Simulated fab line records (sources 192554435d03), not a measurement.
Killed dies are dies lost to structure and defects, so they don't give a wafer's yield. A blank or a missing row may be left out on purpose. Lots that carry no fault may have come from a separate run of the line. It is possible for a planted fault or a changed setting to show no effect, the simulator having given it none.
Split-lot trial || flow n5_finfet || route with 1938 steps; 7 lots, 21 wafers read

THE SPLIT ITSELF
At N5_BEOL_M11_PECVD_70 (deposits SiO2 from TEOS/O2, target thk 20 nm, time 22.7 s), the setting temp_c was moved away from the recipe's 400 C on 6 of the 21 wafers read, by -4.3% to +3.6%. This setting was run at the recipe's value on the other wafers.

Reading taken at the split's own step.

THE READING
SiO2_of_BEOL_M11_PECVD_70.thk_nm (the simulator's own value, which no gauge read), in nm, at N5_BEOL_M11_PECVD_70 (deposits SiO2 from TEOS/O2, target thk 20 nm, time 22.7 s). There is no usual value for it anywhere in the file. The 15 wafers here that ran the recipe average 20.2 nm, standard deviation 0.33 nm.

{"wafer": "L074.3", "tool, chamber at the split": "pecvd-04, 0", "temp_c as run, C": 400, "against the recipe": "recipe", "SiO2_of_BEOL_M11_PECVD_70.thk_nm, nm": 19.4, "against lot-mates on the recipe": "-"}
{"wafer": "L074.5", "tool, chamber at the split": "pecvd-04, 1", "temp_c as run, C": 400, "against the recipe": "recipe", "SiO2_of_BEOL_M11_PECVD_70.thk_nm, nm": 20, "against lot-mates on the recipe": "-"}
{"wafer": "L074.6", "tool, chamber at the split": "pecvd-04, 2", "temp_c as run, C": 382.9, "against the recipe": "-4.3%", "SiO2_of_BEOL_M11_PECVD_70.thk_nm, nm": 22, "against lot-mates on the recipe": "+2.3"}
{"wafer": "L079.1", "tool, chamber at the split": "pecvd-03, 0", "temp_c as run, C": 400, "against the recipe": "recipe", "SiO2_of_BEOL_M11_PECVD_70.thk_nm, nm": 19.8, "against lot-mates on the recipe": "-"}
{"wafer": "L079.3", "tool, chamber at the split": "pecvd-03, 1", "temp_c as run, C": 400, "against the recipe": "recipe", "SiO2_of_BEOL_M11_PECVD_70.thk_nm, nm": 20, "against lot-mates on the recipe": "-"}
{"wafer": "L079.6", "tool, chamber at the split": "pecvd-03, 2", "temp_c as run, C": 400, "against the recipe": "recipe", "SiO2_of_BEOL_M11_PECVD_70.thk_nm, nm": 20.2, "against lot-mates on the recipe": "-"}
{"wafer": "L086.2", "tool, chamber at the split": "pecvd-03, 1", "temp_c as run, C": 412.1, "against the recipe": "+3.0%", "SiO2_of_BEOL_M11_PECVD_70.thk_nm, nm": 18.4, "against lot-mates on the recipe": -1.8}
{"wafer": "L086.5", "tool, chamber at the split": "pecvd-03, 0,2", "temp_c as run, C": 400, "against the recipe": "recipe", "SiO2_of_BEOL_M11_PECVD_70.thk_nm, nm": 20.2, "against lot-mates on the recipe": "-"}
{"wafer": "L086.6", "tool, chamber at the split": "pecvd-03, 0,2", "temp_c as run, C": 400, "against the recipe": "recipe", "SiO2_of_BEOL_M11_PECVD_70.thk_nm, nm": 20.2, "against lot-mates on the recipe": "-"}
{"wafer": "L085.4", "tool, chamber at the split": "pecvd-04, 0", "temp_c as run, C": 409.1, "against the recipe": "+2.3%", "SiO2_of_BEOL_M11_PECVD_70.thk_nm, nm": 18.8, "against lot-mates on the recipe": -1.4}
{"wafer": "L085.5", "tool, chamber at the split": "pecvd-04, 2,1", "temp_c as run, C": 400, "against the recipe": "recipe", "SiO2_of_BEOL_M11_PECVD_70.thk_nm, nm": 20.2, "against lot-mates on the recipe": "-"}
{"wafer": "L085.6", "tool, chamber at the split": "pecvd-04, 2,1", "temp_c as run, C": 400, "against the recipe": "recipe", "SiO2_of_BEOL_M11_PECVD_70.thk_nm, nm": 20.2, "against lot-mates on the recipe": "-"}
{"wafer": "L088.1", "tool, chamber at the split": "pecvd-01, 1", "temp_c as run, C": 383.6, "against the recipe": "-4.1%", "SiO2_of_BEOL_M11_PECVD_70.thk_nm, nm": 22, "against lot-mates on the recipe": "+1.5"}
{"wafer": "L088.5", "tool, chamber at the split": "pecvd-01, 0", "temp_c as run, C": 400, "against the recipe": "recipe", "SiO2_of_BEOL_M11_PECVD_70.thk_nm, nm": 20.4, "against lot-mates on the recipe": "-"}
{"wafer": "L088.6", "tool, chamber at the split": "pecvd-01, 1", "temp_c as run, C": 400, "against the recipe": "recipe", "SiO2_of_BEOL_M11_PECVD_70.thk_nm, nm": 20.6, "against lot-mates on the recipe": "-"}
{"wafer": "L092.2", "tool, chamber at the split": "pecvd-01, 1", "temp_c as run, C": 400, "against the recipe": "recipe", "SiO2_of_BEOL_M11_PECVD_70.thk_nm, nm": 20, "against lot-mates on the recipe": "-"}
{"wafer": "L092.5", "tool, chamber at the split": "pecvd-01, 0", "temp_c as run, C": 400, "against the recipe": "recipe", "SiO2_of_BEOL_M11_PECVD_70.thk_nm, nm": 20.6, "against lot-mates on the recipe": "-"}
{"wafer": "L092.6", "tool, chamber at the split": "pecvd-01, 1", "temp_c as run, C": 400, "against the recipe": "recipe", "SiO2_of_BEOL_M11_PECVD_70.thk_nm, nm": 20.8, "against lot-mates on the recipe": "-"}
{"wafer": "L096.2", "tool, chamber at the split": "pecvd-04, 2", "temp_c as run, C": 414.4, "against the recipe": "+3.6%", "SiO2_of_BEOL_M11_PECVD_70.thk_nm, nm": 17.8, "against lot-mates on the recipe": -2.2}
{"wafer": "L096.5", "tool, chamber at the split": "pecvd-04, 2", "temp_c as run, C": 400, "against the recipe": "recipe", "SiO2_of_BEOL_M11_PECVD_70.thk_nm, nm": 20, "against lot-mates on the recipe": "-"}
{"wafer": "L096.6", "tool, chamber at the split": "pecvd-04, 1", "temp_c as run, C": 414.4, "against the recipe": "+3.6%", "SiO2_of_BEOL_M11_PECVD_70.thk_nm, nm": 18.4, "against lot-mates on the recipe": -1.6}
Where a row lists several chambers, the file gives one row for several wafers and doesn't say which wafer went through which chamber.

THE FIT
A straight line over all 21 wafers: SiO2_of_BEOL_M11_PECVD_70.thk_nm changes by -0.51 nm for each +1% of temp_c; r = -0.95; the points scatter about the line by 0.34 nm.
The same after taking each lot's own level away (the mean of its wafers on the recipe; 21 wafers): -0.505 nm for each +1%; r = -0.97; scatter 0.26 nm.
According to that fit, moving temp_c by its largest amount changes the reading by 2.2 nm.
Across the lots, their own levels run from 19.70 to 20.50 nm, a range of 2.4 times the standard deviation given above.
The two slopes are in agreement: the lot-to-lot level therefore moves the slope only a little.
Check: +2.02 nm against its lot-mates is what the line predicts for one of the wafers moved furthest among these (-4.3%) when that wafer is left out of the fit. Against them it came out at +2.3 nm.

OTHER SPLITS APPLIED TO THESE WAFERS
Note: prior to the reading, these wafers also went through further splits. Each is held against what the fit with the lots' levels taken away leaves over:
{"other split on the same wafers": "N5_BEOL_M9_COAT_60 spin_rpm", "wafers away from the commonest value": 4, "r with SiO2_of_BEOL_M11_PECVD_70.thk_nm (lot level and that fit taken away)": -0.09}
{"other split on the same wafers": "N5_BEOL_M10_VIA_ETCH_34 time_s", "wafers away from the commonest value": 8, "r with SiO2_of_BEOL_M11_PECVD_70.thk_nm (lot level and that fit taken away)": "+0.00"}
{"other split on the same wafers": "N5_BEOL_M10_TRENCH_ETCH_37 time_s", "wafers away from the commonest value": 5, "r with SiO2_of_BEOL_M11_PECVD_70.thk_nm (lot level and that fit taken away)": "+0.24"}
{"other split on the same wafers": "N5_BEOL_M10_SPUTTER_48 power_w", "wafers away from the commonest value": 7, "r with SiO2_of_BEOL_M11_PECVD_70.thk_nm (lot level and that fit taken away)": "+0.04"}

THE FILE'S OWN FIT
SiO2_of_BEOL_M11_PECVD_70.thk_nm changes by -0.504 nm for each +1% of temp_c, r = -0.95.
